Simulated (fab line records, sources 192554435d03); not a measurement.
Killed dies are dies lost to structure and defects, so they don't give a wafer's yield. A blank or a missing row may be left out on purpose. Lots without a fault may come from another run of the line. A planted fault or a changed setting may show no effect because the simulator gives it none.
Which tool did it? | flow n5_finfet | 10 lots, 28 wafers sampled, at 3 steps of a route of 1938

WHAT THE GAUGES READ, wafer by wafer
N5_BEOL_M4_RC_MEAS_101.
lot  | measured     | on        | CJ_N
L822 | day 7 23:58  | prober-01 | 4.45 4.35 4.32
L823 | day 8 11:07  | prober-01 | 4.49 4.50 4.42
L824 | day 8 13:11  | prober-02 | 4.29 4.31 4.23
L825 | day 8 23:14  | prober-01 | 4.35 4.41 4.37
L827 | day 9 08:35  | prober-02 | 4.41 4.44 4.34
L828 | day 9 17:50  | prober-02 | 4.29 4.37 4.39
L829 | day 10 02:28 | prober-02 | 4.28 3.17
L830 | day 10 03:15 | prober-02 | 3.18 4.29 3.03
L832 | day 10 20:56 | prober-02 | 3.27 4.37
L838 | day 12 15:07 | prober-01 | 4.42 4.41 4.44

WHICH TOOL RAN EACH LOT (tool, then ch and the chambers of the sampled wafers, then the start)
lot  | N5_WELL_APT_EPI_41             | N5_BEOL_M4_SPUTTER_94
L822 | epi_rpcvd-03 ch 0, day 1 22:34 | pvd_sputter-03, day 7 19:35
L823 | epi_rpcvd-02 ch 0, day 2 04:21 | pvd_sputter-03, day 8 06:21
L824 | epi_rpcvd-03 ch 0, day 2 10:09 | pvd_sputter-03, day 8 08:50
L825 | epi_rpcvd-03 ch 0, day 2 16:05 | pvd_sputter-03, day 8 19:16
L827 | epi_rpcvd-03 ch 0, day 3 04:56 | pvd_sputter-03, day 9 03:35
L828 | epi_rpcvd-03 ch 0, day 3 10:19 | pvd_sputter-01, day 9 14:25
L829 | epi_rpcvd-03 ch 0, day 3 16:15 | pvd_sputter-02, day 9 20:40
L830 | epi_rpcvd-03 ch 0, day 3 22:20 | pvd_sputter-03, day 9 21:44
L832 | epi_rpcvd-03 ch 0, day 4 10:04 | pvd_sputter-02, day 10 18:08
L838 | epi_rpcvd-01 ch 0, day 5 22:04 | pvd_sputter-02, day 12 13:33
- N5_WELL_APT_EPI_41: deposits Si from SiH4/H2, target thk 50 nm, time 297.7 s.
- N5_BEOL_M4_SPUTTER_94: material Cu, target thk 4.5 nm, time 8.29 s.

THE ANSWER, worked out from the rows above alone
Rule: what is usual is taken from the lots themselves. Put in order of their means at a reading, lots are off if they are a third of the lots or fewer, leave a main group of 4 or more, and stand apart from it by a gap of 3 or more times the standard deviation of the main group's means; of several such gaps the widest counts. A main group whose means are all the same, to the digits that the tables above print for the reading, isn't used. A lot without any number at a reading at which 4 lots or more have one is off too. The other lots that the step has rows for count as sound.
Off: L829, L830, L832, at N5_BEOL_M4_RC_MEAS_101 (CJ_N). The main group: mean 4.38, standard deviation 0.056.
A tool fits if, at a process step before that reading, it ran every lot that is off, and no sound lot after the first of them. The gauges at N5_BEOL_M4_RC_MEAS_101 are tried like those tools. Can't be told from this: 2 tools fit, epi_rpcvd-03 at N5_WELL_APT_EPI_41, prober-02 at N5_BEOL_M4_RC_MEAS_101.

WHAT THE SIMULATOR HAD PUT IN
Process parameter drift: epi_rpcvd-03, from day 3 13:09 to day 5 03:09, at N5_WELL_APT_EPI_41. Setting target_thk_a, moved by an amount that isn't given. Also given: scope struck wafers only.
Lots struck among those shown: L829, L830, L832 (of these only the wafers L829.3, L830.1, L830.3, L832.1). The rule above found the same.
